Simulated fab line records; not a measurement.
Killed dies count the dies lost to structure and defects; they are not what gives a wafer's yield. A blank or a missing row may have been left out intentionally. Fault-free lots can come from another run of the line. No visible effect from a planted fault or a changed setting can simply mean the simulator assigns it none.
Chamber matching | flow n5_finfet | rie_diel-05 running N5_BEOL_M6_ETCH_66: 4 sister chambers
The step etches SOC in N2/H2, target depth 80 nm, overetch 16 nm, time 120 s. 16 wafers are shown with their chamber, then 8 later ones without.

== EACH WAFER AND ITS CHAMBER ==
wafer  | chamber | showerhead_plenum_p_Torr (Torr) | throttle_valve_pct (%) | oes_product_au (a.u.)
L075.1 | 1       | 2.47                            | 17.61                  | 0.62
L075.2 | 3       | 2.60                            | 17.74                  | 0.53
L075.5 | 0       | 2.44                            | 18.06                  | 0.54
L077.2 | 3       | 2.60                            | 17.74                  | 0.53
L077.3 | 1       | 2.47                            | 17.64                  | 0.61
L077.4 | 0       | 2.43                            | 18.07                  | 0.53
L079.2 | 0       | 2.43                            | 18.08                  | 0.53
L079.3 | 3       | 2.60                            | 17.73                  | 0.53
L079.6 | 0       | 2.43                            | 18.07                  | 0.53
L080.3 | 2       | 2.35                            | 18.35                  | 0.59
L080.4 | 0       | 2.43                            | 18.07                  | 0.53
L080.6 | 2       | 2.35                            | 18.35                  | 0.59
L081.3 | 1       | 2.47                            | 17.64                  | 0.60
L081.4 | 0       | 2.43                            | 18.09                  | 0.53
L081.6 | 2       | 2.35                            | 18.36                  | 0.58
L083.2 | 1       | 2.46                            | 17.64                  | 0.61

SIGNATURES, as means of the wafers listed above
reading                  | chamber 0 | chamber 1 | chamber 2 | chamber 3 | scatter within a chamber
showerhead_plenum_p_Torr | 2.4317    | 2.4675    | 2.3500    | 2.6000    | 0.00363
throttle_valve_pct       | 18.0733   | 17.6325   | 18.3533   | 17.7367   | 0.0106
oes_product_au           | 0.5317    | 0.6100    | 0.5867    | 0.5300    | 0.0054
Rule: for each reading, subtract the chamber's mean from the wafer's reading, divide by that reading's scatter and square the result; add these up over the readings and take the root, which gives the wafer's distance from the chamber. The wafer belongs to the nearest chamber; if the next one is less than 2 further off, it can't be placed. How the scatter is found: for the shown wafers, subtract from each reading the mean of its chamber, square and add these, divide the total by (wafers less chambers), then take the root.

== WAFERS WITHOUT THEIR CHAMBER ==
wafer  | showerhead_plenum_p_Torr (Torr) | throttle_valve_pct (%) | oes_product_au (a.u.)
L083.5 | 2.46                            | 17.65                  | 0.60
L083.6 | 2.35                            | 18.37                  | 0.59
L093.2 | 2.45                            | 17.68                  | 0.58
L093.3 | 2.42                            | 18.14                  | 0.51
L093.5 | 2.34                            | 18.42                  | 0.56
L094.1 | 2.42                            | 18.14                  | 0.51
L094.5 | 2.34                            | 18.42                  | 0.57
L094.6 | 2.42                            | 18.14                  | 0.51

== WHICH CHAMBER EACH ONE RAN IN ==
wafer  | from the rows above | in truth
L083.5 | 1                   | 1
L083.6 | 2                   | 2
L093.2 | 1                   | 1
L093.3 | 0                   | 0
L093.5 | 2                   | 2
L094.1 | 0                   | 0
L094.5 | 2                   | 2
L094.6 | 0                   | 0
Correctly placed: 8 of 8. Left unplaced by these rows: 0. Number placed wrongly: 0.
